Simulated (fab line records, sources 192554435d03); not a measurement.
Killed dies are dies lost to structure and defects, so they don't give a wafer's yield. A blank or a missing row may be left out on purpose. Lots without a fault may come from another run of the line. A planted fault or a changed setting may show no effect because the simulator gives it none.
fab line records | flow n5_finfet
record lots=10 wafers=30 last_day=17
route steps=1938 shown SD_EPI_P@314 ILD0@341 SDB@347 BEOL_M4@1111 PASSIVATION@1936
lots that met no fault: from a run of the same line without faults
start_h: hours from the record's first day to the start of the lot's first wafer shown | wait_h: hours since the lot's step before | " the same as in the row above | L1.1+2: a row that stands for several wafers | - no value, or no start given | * or withheld: withheld | < > ~ a bound
route shown NAME@n: a module of which the file shows steps, and the number in the route of the first | usual: mean/standard deviation of fault-free wafers | same: alike in all rows | chamber/n: place in a boat | sites: the reading at each site | _std_site: their standard deviation | _edge_site: outer sites' mean less inner sites' | radius_mm: how far each site lies from the wafer's centre | mask NAME#n: copy n | behind: the tool/chamber that last shaped the wafer | hold: why the lot was held/for how many hours/how that ended | device: the transistor (n, p or np) that didn't switch | end of line: the same wafers' tests at the end of the route | a step without rows: its recipe alone | killed: dies lost to structure and defects at the first sort, not the wafer's yield | map: a wafer's dies, x killed, . not, _ none there
set.NAME: the setting as run; set.NAME@STEP: as run at that earlier step | model.NAME: the simulator's own value behind a step, which no gauge read
steps of the route over a sample of lots; a table a step, a row a wafer
services: from which hour (start_h, from the record's first day; less than 0 if before it) a tool's chamber was out of use, for how many hours, and why
## steps
# step N5_SD_EPI_P_SD_RECESS_17
# recipe chemistry=HBr/Cl2/O2 target_depth_a=391 bt_time_s=3 pressure_mtorr=10 icp_w=800 bias_w=112 HBr_flow_sccm=150 Cl2_flow_sccm=80 O2_flow_sccm=12
# usual O2_flow_sccm=12.00/0.035 drypump_motor_current_A=5.8/0.48 oes_product_au=1.002/0.014 throttle_valve_pct=37.1/0.38
# columns lot.wafer tool chamber start_h wait_h O2_flow_sccm drypump_motor_current_A oes_product_au rf_hours_counter_h throttle_valve_pct
L312.1 rie_si-01 1 57.74 0.0 11.97 6.3 1.005 2 37.3
L312.3 " 3 " " 12.00 5.9 1.020 134 37.4
L312.6 " 2 " " 12.07 6.3 1.003 - 37.1
L313.1 rie_si-01 1 59.76 0.0 12.04 6.3 1.008 2 37.3
L313.3 " 2 " " 12.02 6.3 1.005 7 37.1
L313.4 " 3 " " 12.02 5.9 1.021 134 37.4
L314.1 rie_si-01 0 67.82 0.0 12.03 5.4 0.996 123 37.0
L314.4 " 3 " " 12.00 5.9 1.024 - 37.4
L314.6 " 1 " " 11.99 6.3 1.005 - 37.3
L318.2 rie_si-02 3 91.46 0.0 12.04 6.5 1.003 98 36.8
L318.3 " 2 " " 11.97 5.9 0.974 107 37.2
L318.4 " 1 " " 12.01 5.4 0.988 102 37.1
L322.1 rie_si-02 1 116.94 0.0 12.05 5.4 0.984 102 37.1
L322.2 " 2 " " 11.95 5.9 0.983 108 37.2
L322.3 " 3 " " 11.98 6.5 1.012 98 36.8
L329.1 rie_si-01 1 159.95 0.0 12.02 6.2 1.001 4 37.3
L329.4 " 3 " " 12.01 5.8 1.017 136 37.3
L329.6 " 0 " " 12.03 5.3 0.992 - 37.0
L330.1 rie_si-03 3 168.45 0.0 11.97 4.9 0.987 7 36.4
L330.4 " 0 " " 11.98 5.6 1.018 9 37.4
L330.5 " 2 " " 11.98 6.2 1.004 - 36.5
L331.3 rie_si-03 0 174.35 0.0 12.01 5.6 1.023 10 37.5
L331.4 " 3 " " 12.00 4.9 0.976 7 36.4
L331.5 " 2 " " 11.99 6.2 1.004 - 36.5
L333.2 rie_si-02 1 188.78 0.0 12.01 5.4 0.987 103 37.1
L333.3 " 3 " " 11.98 6.5 1.016 99 36.8
L333.4 " 0 " " 11.98 5.8 0.996 55 37.7
L335.2 rie_si-01 0 193.70 0.0 12.02 5.3 0.998 126 37.0
L335.3 " 3 " " 11.95 5.9 1.017 136 37.3
L335.4 " 1 " " 12.01 6.3 1.013 5 37.3
# step N5_ILD0_THK_MEAS_08
# usual thk_nm=138.6/1.3
# columns lot.wafer tool chamber start_h wait_h thk_nm
L312.1 film_metro-01 - 65.64 - 138.7
L312.3 " - " " 141.0
L312.6 " - " " 138.7
L313.1 film_metro-02 - 68.26 - 136.6
L313.3 " - " " 137.0
L313.4 " - " " 137.5
L314.1 film_metro-02 - 74.86 - 137.4
L314.4 " - " " 138.0
L314.6 " - " " 135.5
L318.2 film_metro-01 - 100.25 - 139.0
L318.3 " - " " 138.1
L318.4 " - " " 137.1
L322.1 film_metro-02 - 124.20 - 138.9
L322.2 " - " " 141.0
L322.3 " - " " 139.3
L329.1 film_metro-01 - 166.76 - 139.4
L329.4 " - " " 138.7
L329.6 " - " " 139.4
L330.1 film_metro-02 - 177.40 - 140.5
L330.4 " - " " 140.5
L330.5 " - " " 142.0
L331.3 film_metro-01 - 182.68 - 139.7
L331.4 " - " " 138.3
L331.5 " - " " 141.9
L333.2 film_metro-02 - 195.97 - 138.0
L333.3 " - " " 138.6
L333.4 " - " " 139.3
L335.2 film_metro-01 - 202.06 - 139.5
L335.3 " - " " 140.3
L335.4 " - " " 139.3
# step N5_ILD0_CMP_12
# recipe stop_on=poly-Si material=SiNx t_overpolish_s=6 post_cmp_clean=alkaline_brush down_force_psi=2.5 platen_rpm=51.8 pad_velocity_m_s=1.0307 target_thk_nm=17.67
# usual head_pressure_psi=2.500/0.0053 motor_current_A=9.1/0.76 overpolish_run_s=6.001/0.0088 time_to_endpoint_s=28.6/2.8
# same t_overpolish_s=6
# columns lot.wafer tool chamber start_h wait_h head_pressure_psi motor_current_A overpolish_run_s time_to_endpoint_s
L312.3 cmp-02 0 68.55 1.1 2.494 8.2 6.000 29.0
L312.1 " 3 " " 2.499 9.1 5.991 29.4
L312.6 " 0 " " 2.502 8.3 6.001 26.2
L313.4 cmp-01 3 71.18 1.1 2.499 10.0 5.985 23.8
L313.3 " 0 " " 2.498 9.5 5.994 25.4
L313.1 " 2 " " 2.505 9.7 6.009 26.5
L314.4 cmp-01 2 77.78 1.1 2.500 9.2 5.994 23.3
L314.1 " 1 " " 2.509 8.0 5.996 23.6
L314.6 " 2 " " 2.512 9.7 6.013 22.4
L318.4 cmp-02 0 103.17 1.1 2.493 7.9 6.008 27.0
L318.3 " 1 " " 2.493 9.5 6.002 28.1
L318.2 " 3 " " 2.496 7.7 6.000 29.4
L322.3 cmp-02 2 127.16 1.1 2.506 10.1 6.004 28.6
L322.2 " 3 " " 2.491 9.0 6.006 31.0
L322.1 " 0 " " 2.509 8.4 6.014 31.9
L329.1 cmp-02 1 169.67 1.1 2.668 9.9 6.006 30.4
L329.4 " 2 " " 2.499 10.2 5.986 29.2
L329.6 " 2 " " 2.502 9.4 6.000 28.0
L330.1 cmp-02 1 180.32 1.1 2.656 10.0 6.000 33.6
L330.4 " 3 " " 2.505 8.6 6.007 33.2
L330.5 " 2 " " 2.496 9.7 5.995 26.6
L331.3 cmp-04 3 185.78 1.2 2.508 10.1 5.993 30.3
L331.4 " 0 " " 2.504 9.0 5.981 30.7
L331.5 " 1 " " 2.499 9.1 6.004 26.8
L333.2 cmp-04 3 199.11 1.1 2.486 10.1 6.007 31.0
L333.4 " 0 " " 2.489 8.9 6.002 26.6
L333.3 " 1 " " 2.498 9.2 6.007 26.3
L335.3 cmp-04 1 204.98 1.1 2.504 9.3 5.994 27.4
L335.2 " 3 " " 2.501 10.5 6.006 34.7
L335.4 " 0 " " 2.513 8.9 5.996 29.6
# step N5_SDB_HM_DEP_00
# recipe material=SiNx target_thk_a=400 temp_c=400 precursor=SiH4/NH3/N2 pressure_torr=1.5 rf_w=300 time_s=35.3
# usual heater_power_outer_w=448/60 heater_power_w=759/95 showerhead_plenum_p_Torr=5.13/0.072 throttle_valve_pct=41/3.2
# columns lot.wafer tool chamber start_h wait_h heater_power_outer_w heater_power_w showerhead_plenum_p_Torr throttle_valve_pct
L312.1 pecvd-02 2 68.91 0.0 360 629 5.12 38
L312.3 " 1 " " 438 703 5.02 39
L312.6 " 2 " " 356 642 5.13 38
L313.1 pecvd-02 2 71.54 0.0 398 666 5.12 38
L313.3 " 0 " " 482 824 5.25 39
L313.4 " 0 " " 499 861 5.26 39
L314.1 pecvd-03 0 78.14 0.0 469 825 5.11 42
L314.4 " 2 " " 414 712 5.17 35
L314.6 " 1 " " 381 628 5.13 43
L318.2 pecvd-03 2 103.53 0.0 447 737 5.18 36
L318.3 " 0 " " 437 776 5.13 42
L318.4 " 1 " " 418 666 5.14 43
L322.1 pecvd-02 1 127.52 0.0 501 805 5.02 39
L322.2 " 2 " " 383 651 5.12 38
L322.3 " 0 " " 503 843 5.24 39
L329.1 pecvd-01 0 170.03 0.0 437 766 5.18 48
L329.4 " 0 " " 446 773 5.19 48
L329.6 " 1 " " 514 885 5.13 40
L330.1 pecvd-02 1 180.68 0.0 474 768 5.03 39
L330.4 " 1 " " 465 742 5.03 40
L330.5 " 2 " " 332 603 5.11 38
L331.3 pecvd-03 2 186.06 0.0 517 825 5.18 36
L331.4 " 0 " " 468 806 5.12 42
L331.5 " 1 " " 433 680 5.13 43
L333.2 pecvd-02 0 199.46 0.0 451 787 5.26 40
L333.3 " 1 " " 416 678 5.03 39
L333.4 " 0 " " 451 803 5.27 40
L335.2 pecvd-01 1 205.34 0.0 448 793 5.13 40
L335.3 " 2 " " 369 656 5.02 40
L335.4 " 0 " " 534 909 5.16 48
# step N5_BEOL_M4_RC_MEAS_101
# usual DIBL_N=35.3/1.5 DIBL_P=35.3/1.9 IOFF_N=0.145/0.027 IOFF_P=0.20/0.033 ION_N=670/12 ION_P=462/6.8 SS_N=71.3/0.6 SS_P=73.1/0.7 VT_N=251/3.4 VT_P=-251/3.2
# columns lot.wafer tool chamber start_h wait_h DIBL_N[mV/V] DIBL_P[mV/V] IOFF_N[nA/um] IOFF_P[nA/um] ION_N[uA/um] ION_P[uA/um] SS_N[mV/dec] SS_P[mV/dec] VT_N[mV] VT_P[mV]
L312.1 prober-02 0 182.71 0.0 35.3 35.0 0.147 0.18 670 456 71.7 72.2 248 -254
L312.3 " 0 " " 33.1 32.6 0.115 0.16 664 458 70.6 72.7 254 -252
L312.6 " 0 " " 35.4 35.4 0.157 0.20 679 466 70.9 72.6 248 -247
L314.1 prober-02 0 192.03 0.0 33.6 35.7 0.140 0.19 675 461 70.7 74.2 247 -252
L314.4 " 0 " " 36.0 38.2 0.180 0.24 683 466 71.5 73.6 245 -249
L314.6 " 0 " " 35.5 37.7 0.182 0.22 686 462 71.5 74.4 246 -248
L313.1 prober-01 0 193.92 0.0 35.0 35.7 0.138 0.18 659 450 71.0 73.1 254 -253
L313.3 " 0 " " 36.3 38.0 0.166 0.21 680 460 71.8 74.1 249 -251
L313.4 " 0 " " 36.2 37.4 0.154 0.20 666 455 71.5 73.9 251 -251
L318.2 prober-02 0 232.01 0.2 39.0 40.1 0.230 0.33 693 476 72.4 75.6 247 -242
L318.3 " 0 " " 35.8 36.8 0.172 0.25 676 474 72.2 73.9 245 -241
L318.4 " 0 " " 36.0 36.7 0.174 0.25 679 471 71.8 73.8 252 -246
L322.1 prober-02 0 241.10 0.0 33.6 32.8 0.111 0.17 659 452 70.7 71.5 256 -253
L322.2 " 0 " " 33.6 33.8 0.130 0.20 674 474 70.3 72.5 249 -250
L322.3 " 0 " " 34.0 34.8 0.126 0.20 656 458 71.2 72.3 255 -248
L329.1 prober-01 0 291.23 0.0 35.8 35.4 0.139 0.19 667 461 71.4 72.9 256 -252
L329.4 " 0 " " 34.0 33.6 0.103 0.17 641 449 71.2 73.1 257 -254
L329.6 " 0 " " 37.7 37.9 0.166 0.23 659 453 71.9 73.5 251 -252
L330.1 prober-02 0 296.26 0.0 35.1 35.6 0.145 0.20 682 466 72.3 73.7 252 -250
L330.4 " 0 " " 38.0 38.5 0.202 0.26 690 471 73.0 74.0 246 -247
L330.5 " 0 " " 33.5 33.5 0.112 0.16 657 452 71.0 73.2 257 -255
L331.3 prober-01 0 302.49 0.3 35.4 36.6 0.162 0.20 679 462 71.3 73.0 248 -253
L331.4 " 0 " " 35.7 36.8 0.163 0.20 680 464 70.8 73.5 248 -254
L331.5 " 0 " " 33.4 34.4 0.128 0.16 675 462 69.8 72.7 250 -256
L333.2 prober-01 0 304.26 0.2 36.1 34.9 0.148 0.18 668 454 71.4 73.0 251 -255
L333.3 " 0 " " 36.3 35.3 0.159 0.19 676 462 71.4 73.0 248 -253
L333.4 " 0 " " 35.4 35.1 0.150 0.19 662 461 71.5 73.4 247 -252
L335.2 prober-01 0 311.05 0.2 36.4 36.2 0.156 0.21 663 459 71.5 73.0 250 -249
L335.3 " 0 " " 35.1 34.7 0.147 0.19 675 458 70.4 72.8 249 -250
L335.4 " 0 " " 34.8 33.9 0.126 0.17 657 457 70.7 72.9 252 -255
# step N5_PASSIVATION_PROBE_49
# usual defect_limited_yield=91.2/1.5 killed_at_M0_to_M3=34/11 killed_at_M4_up=14/5.4 killed_at_contacts=12/5.9 killed_at_front_end=40/12 killed_at_other=4/3.3 killed_dies=103/18 killed_open=68/13 killed_short=34/7.5 sort_bin_5_function=5.1/1 sort_bin_6_memory=3.3/0.7 sort_bin_8_speed=0.03/0.27 sort_n_pass=1076/18 sort_yield_pct=91.2/1.5
# same gross_dies=1180 killed_at_back_side=0 sort_bin_4_leakage[%]=0
# columns lot.wafer tool chamber start_h wait_h defect_limited_yield[%] killed_at_M0_to_M3 killed_at_M4_up killed_at_contacts killed_at_front_end killed_at_other killed_dies killed_open killed_short sort_bin_5_function[%] sort_bin_6_memory[%] sort_bin_8_speed[%] sort_n_pass sort_yield_pct[%]
L312.1 prober-02 - 290.33 0.0 92.7 19 5 26 36 0 86 57 28 4.3 2.7 0 1094 92.7
L312.3 prober-02 - 290.43 0.1 92.3 13 8 13 57 0 91 48 41 4.2 3.1 0 1089 92.3
L312.6 prober-02 - 290.58 0.3 93.1 12 9 11 48 2 82 56 25 4.3 2.5 0 1098 93.1
L313.1 prober-02 - 303.98 0.0 92.5 21 11 17 34 6 89 63 26 4.4 3.0 0 1091 92.5
L313.3 prober-02 - 304.08 0.1 92.6 28 7 15 32 5 87 55 31 3.8 3.2 0 1093 92.6
L313.4 prober-02 - 304.13 0.2 91.8 15 11 14 53 4 97 59 37 4.7 3.1 0 1083 91.8
L318.2 prober-02 - 343.30 0.9 88.9 60 8 8 51 4 131 80 48 6.4 4.3 0 1049 88.9
L318.3 prober-02 - 343.35 1.0 90.2 41 19 13 39 4 116 87 28 7.3 2.5 0 1064 90.2
L318.4 prober-02 - 343.40 1.0 88.5 50 16 15 55 0 136 93 41 6.2 4.5 0 1044 88.5
L322.1 prober-02 - 347.80 0.0 89.5 55 11 2 43 13 124 80 43 6.0 4.0 0 1056 89.5
L322.2 prober-02 - 347.85 0.1 92.8 24 9 9 35 8 85 54 29 4.7 2.5 0 1095 92.8
L322.3 prober-02 - 347.90 0.1 91.7 41 14 7 25 11 98 62 35 4.2 3.7 0 1082 91.7
L330.1 prober-01 - 398.38 2.1 90.9 39 13 6 47 2 107 57 50 5.3 3.3 0 1073 90.9
L330.4 prober-01 - 398.53 2.2 93.0 29 14 6 34 0 83 47 36 4.0 2.5 0 1097 93.0
L330.5 prober-01 - 398.58 2.3 93.3 26 5 9 35 4 79 43 36 4.2 2.4 0 1101 93.3
L331.3 prober-01 - 414.84 0.1 91.8 24 21 10 34 8 97 65 32 4.2 3.4 0 1083 91.8
L331.4 prober-01 - 414.89 0.2 92.6 30 15 6 33 3 87 54 33 4.5 2.8 0 1093 92.6
L331.5 prober-01 - 414.94 0.2 94.2 16 18 10 20 4 68 44 23 3.2 2.3 0 1112 94.2
# killed by level:class
L312.1 MOL_CONTACT_COAG:geometric_particle:open=23 FIN_SAQP:geometric_particle:open=8 STI_FIN_REVEAL:geometric_particle:open=7 FIN_SAQP:geometric_particle:short=6 STI_FIN_REVEAL:geometric_particle:short=5 ILD0:geometric_particle:open=3 GATE_CUT:geometric_particle:short=3 MOL_CONTACT_COAG:geometric_particle:short=3
L312.3 STI_FIN_REVEAL:geometric_particle:open=11 FIN_SAQP:geometric_particle:short=9 MOL_CONTACT_COAG:geometric_particle:open=8 GATE_CUT:geometric_particle:short=7 STI_FIN_REVEAL:geometric_particle:short=5 MOL_CONTACT_COAG:geometric_particle:short=5 FIN_SAQP:geometric_particle:open=4 BEOL_M4:geometric_particle:open=4
L312.6 FIN_SAQP:geometric_particle:open=9 DUMMY_GATE:geometric_particle:open=9 MOL_CONTACT_COAG:geometric_particle:open=8 FIN_SAQP:geometric_particle:short=6 STI_FIN_REVEAL:geometric_particle:open=6 BEOL_M0_SAQP:geometric_particle:open=4 STARTING-WAFER:geometric_particle:open=4 DUMMY_GATE:geometric_particle:short=3
L313.1 MOL_CONTACT_COAG:geometric_particle:open=13 STI_FIN_REVEAL:geometric_particle:open=10 BEOL_M4:geometric_particle:open=7 DUMMY_GATE:geometric_particle:open=5 BEOL_M0_SAQP:geometric_particle:short=5 BEOL_M2:geometric_particle:open=5 ILD0:geometric_particle:open=4 MOL_CONTACT_COAG:geometric_particle:short=4
L313.3 MOL_CONTACT_COAG:geometric_particle:open=14 STI_FIN_REVEAL:geometric_particle:open=9 BEOL_M1:geometric_particle:open=7 DUMMY_GATE:geometric_particle:open=6 BEOL_M0_SAQP:geometric_particle:short=6 GATE_CUT:geometric_particle:short=5 BEOL_M0_SAQP:geometric_particle:open=4 BEOL_M4:geometric_particle:open=4
L313.4 STI_FIN_REVEAL:geometric_particle:open=14 MOL_CONTACT_COAG:geometric_particle:open=11 FIN_SAQP:geometric_particle:short=9 BEOL_M4:geometric_particle:open=8 STARTING-WAFER:geometric_particle:open=7 GATE_CUT:geometric_particle:short=6 STI_FIN_REVEAL:geometric_particle:short=4 STARTING-WAFER:geometric_particle:short=4
L318.2 STI_FIN_REVEAL:geometric_particle:open=15 BEOL_M3:geometric_particle:open=15 GATE_CUT:geometric_particle:short=11 BEOL_M0_SAQP:geometric_particle:short=11 BEOL_M0_SAQP:geometric_particle:open=9 MOL_CONTACT_COAG:geometric_particle:open=6 BEOL_M0:geometric_particle:open=6 BEOL_M2:geometric_particle:open=6
L318.3 BEOL_M3:geometric_particle:open=17 MOL_CONTACT_COAG:geometric_particle:open=13 BEOL_M4:geometric_particle:open=11 STI_FIN_REVEAL:geometric_particle:open=10 GATE_CUT:geometric_particle:open=7 BEOL_M0_SAQP:geometric_particle:short=6 BEOL_M1:geometric_particle:open=6 GATE_CUT:geometric_particle:short=4
L318.4 STI_FIN_REVEAL:geometric_particle:open=17 BEOL_M3:geometric_particle:open=12 GATE_CUT:geometric_particle:short=11 MOL_CONTACT_COAG:geometric_particle:open=9 BEOL_M0_SAQP:geometric_particle:open=8 BEOL_M2:geometric_particle:open=8 BEOL_M4:geometric_particle:open=8 GATE_CUT:geometric_particle:open=6
L322.1 BEOL_M0_SAQP:geometric_particle:open=18 BEOL_M0_SAQP:geometric_particle:short=14 BEOL_M1:geometric_particle:open=12 STI_FIN_REVEAL:geometric_particle:open=11 FIN_SAQP:geometric_particle:open=10 FIN_SAQP:geometric_particle:short=7 DUMMY_GATE:geometric_particle:open=4 BEOL_M3:geometric_particle:open=4
L322.2 FIN_SAQP:geometric_particle:short=11 MOL_CONTACT_COAG:geometric_particle:open=9 STI_FIN_REVEAL:geometric_particle:open=7 DUMMY_GATE:geometric_particle:open=5 BEOL_M0_SAQP:geometric_particle:short=5 BEOL_M0_SAQP:geometric_particle:open=5 PASS1_DEP:geometric_particle:short=3 BEOL_M1:geometric_particle:open=3
L322.3 BEOL_M0_SAQP:geometric_particle:open=8 BEOL_M3:geometric_particle:open=8 FIN_SAQP:geometric_particle:open=7 FIN_SAQP:geometric_particle:short=6 BEOL_M1:geometric_particle:open=6 BEOL_M2:geometric_particle:open=6 BEOL_M5:geometric_particle:open=6 BEOL_M0_SAQP:geometric_particle:short=5
L330.1 BEOL_M0_SAQP:geometric_particle:short=16 FIN_SAQP:geometric_particle:short=14 FIN_SAQP:geometric_particle:open=12 BEOL_M0_SAQP:geometric_particle:open=8 MOL_CONTACT_COAG:geometric_particle:open=6 BEOL_M1:geometric_particle:open=6 DUMMY_GATE:geometric_particle:open=5 BEOL_M4:geometric_particle:open=5
L330.4 FIN_SAQP:geometric_particle:short=15 BEOL_M0_SAQP:geometric_particle:short=12 BEOL_M0_SAQP:geometric_particle:open=8 BEOL_M4:geometric_particle:open=6 FIN_SAQP:geometric_particle:open=5 DUMMY_GATE:geometric_particle:open=5 MOL_CONTACT_COAG:geometric_particle:open=5 BEOL_M1:geometric_particle:open=4
L330.5 FIN_SAQP:geometric_particle:short=10 BEOL_M3:geometric_particle:open=8 MOL_CONTACT_COAG:geometric_particle:open=6 STI_FIN_REVEAL:geometric_particle:open=5 BEOL_M0_SAQP:geometric_particle:open=4 BEOL_M3:geometric_particle:short=4 STI_FIN_REVEAL:geometric_particle:short=3 DUMMY_GATE:geometric_particle:short=3
L331.3 MOL_CONTACT_COAG:geometric_particle:open=10 BEOL_M1:geometric_particle:open=8 STI_FIN_REVEAL:geometric_particle:open=7 BEOL_M0_SAQP:geometric_particle:open=7 BEOL_M4:geometric_particle:open=5 PASS1_CAP:geometric_particle:open=5 DUMMY_GATE:geometric_particle:open=4 DUMMY_GATE:geometric_particle:short=4
L331.4 BEOL_M1:geometric_particle:open=9 BEOL_M0_SAQP:geometric_particle:open=8 BEOL_M0_SAQP:geometric_particle:short=8 FIN_SAQP:geometric_particle:short=7 MOL_CONTACT_COAG:geometric_particle:open=6 FIN_SAQP:geometric_particle:open=5 STARTING-WAFER:geometric_particle:short=5 BEOL_M7:geometric_particle:open=4
L331.5 MOL_CONTACT_COAG:geometric_particle:open=8 BEOL_M0_SAQP:geometric_particle:short=6 DUMMY_GATE:geometric_particle:open=5 BEOL_M4:geometric_particle:open=5 GATE_CUT:geometric_particle:open=3 BEOL_M0:geometric_particle:open=3 BEOL_M2:geometric_particle:open=3 BEOL_M5:geometric_particle:open=3
## services
# columns tool chamber start_h hours kind
pecvd-01 - 41.23 6.0 pm
cmp-02 - 46.72 2.2 repair
cmp-01 - 62.32 0.9 repair
cmp-01 - 63.43 0.3 repair
rie_si-01 2 67.02 2.1 repair
cmp-02 - 71.33 4.0 pm
cmp-02 - 75.33 - consumable_replace:conditioner
cmp-02 - 75.33 - consumable_replace:pad
pecvd-01 - 80.59 4.3 pm
rie_si-01 1 87.02 2.5 repair
cmp-02 - 87.39 4.7 pm
cmp-04 - 91.78 4.1 repair
pecvd-03 - 94.80 1.2 repair
rie_si-03 3 109.47 4.6 repair
rie_si-01 2 117.89 3.0 repair
cmp-04 - 119.22 1.5 repair
rie_si-02 2 125.50 2.1 repair
cmp-01 - 132.67 2.3 repair
pecvd-02 - 133.61 1.1 repair
pecvd-02 0 143.40 5.5 scheduled_down
cmp-02 - 151.78 0.3 repair
pecvd-02 - 163.04 0.4 repair
rie_si-02 3 171.94 12.5 repair
pecvd-02 1 205.32 29.0 repair
## key
first_sign step=N5_ILD0_CMP_12 reading=head_pressure_psi direction=up sigmas=31 usual=2.500 struck=2.662
effect none on later readings
met_at N5_ILD0_CMP_12
struck_lots L329,L330
struck_wafers L329.1,L330.1
not_acting_at N5_SD_EPI_P_SD_RECESS_17,N5_ILD0_THK_MEAS_08,N5_SDB_HM_DEP_00
onset_between 103.17 169.67
fault kind=process_parameter_drift tool=cmp-02 chamber=1 onset_h=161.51 steps=N5_ILD0_CMP_12 channel=down_force_psi offset=0.16326 shape=step end_h=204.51 acts_in=these_recipes_only stated=2.5
